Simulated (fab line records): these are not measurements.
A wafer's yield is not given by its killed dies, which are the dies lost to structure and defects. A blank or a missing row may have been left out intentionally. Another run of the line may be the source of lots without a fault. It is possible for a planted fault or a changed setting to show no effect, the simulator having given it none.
Matching of chambers / flow nand harc / pecvd-03 running NHARC_P_M2_DEP_33: 3 sister chambers
The step deposits SiCN, target thk 30 nm. 3 wafers are shown with their chamber, then 7 later ones without.

== WAFERS WITH THEIR CHAMBER ==
wafer=L084.4; chamber=1; heater power w (W)=541
wafer=L089.1; chamber=0; heater power w (W)=527
wafer=L089.4; chamber=2; heater power w (W)=547

== WAFERS WHOSE CHAMBER IS MISSING ==
wafer=L089.6; heater power w (W)=535
wafer=L090.1; heater power w (W)=590
wafer=L090.3; heater power w (W)=569
wafer=L090.6; heater power w (W)=587
wafer=L091.4; heater power w (W)=546
wafer=L091.5; heater power w (W)=607
wafer=L091.6; heater power w (W)=588

== EACH ONE'S CHAMBER ==
wafer=L089.6; from the rows above=can't be placed: 1 or 0 or 2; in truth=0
wafer=L090.1; from the rows above=can't be placed: 2 or 1 or 0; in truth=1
wafer=L090.3; from the rows above=can't be placed: 2 or 1 or 0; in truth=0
wafer=L090.6; from the rows above=can't be placed: 2 or 1 or 0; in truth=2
wafer=L091.4; from the rows above=can't be placed: 2 or 1 or 0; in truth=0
wafer=L091.5; from the rows above=can't be placed: 2 or 1 or 0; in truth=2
wafer=L091.6; from the rows above=can't be placed: 2 or 1 or 0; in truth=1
Placed correctly: 0 of 7. Unplaceable from these rows: 7, with the true chamber sitting among the candidates in 7. Wrongly placed: 0.
How it was worked out, from the rows above alone: a wafer's distance from a chamber is the root of the sum, over the readings, of the square of ((its reading less the chamber's mean) divided by the reading's scatter). The wafer belongs to the nearest chamber; if the next one is less than 2 further off, it can't be placed. Each chamber's mean is taken over the wafers shown for it. The scatter: with one shown wafer a chamber, the root of the mean of the squares of how far each hidden wafer lies from its nearest shown one.
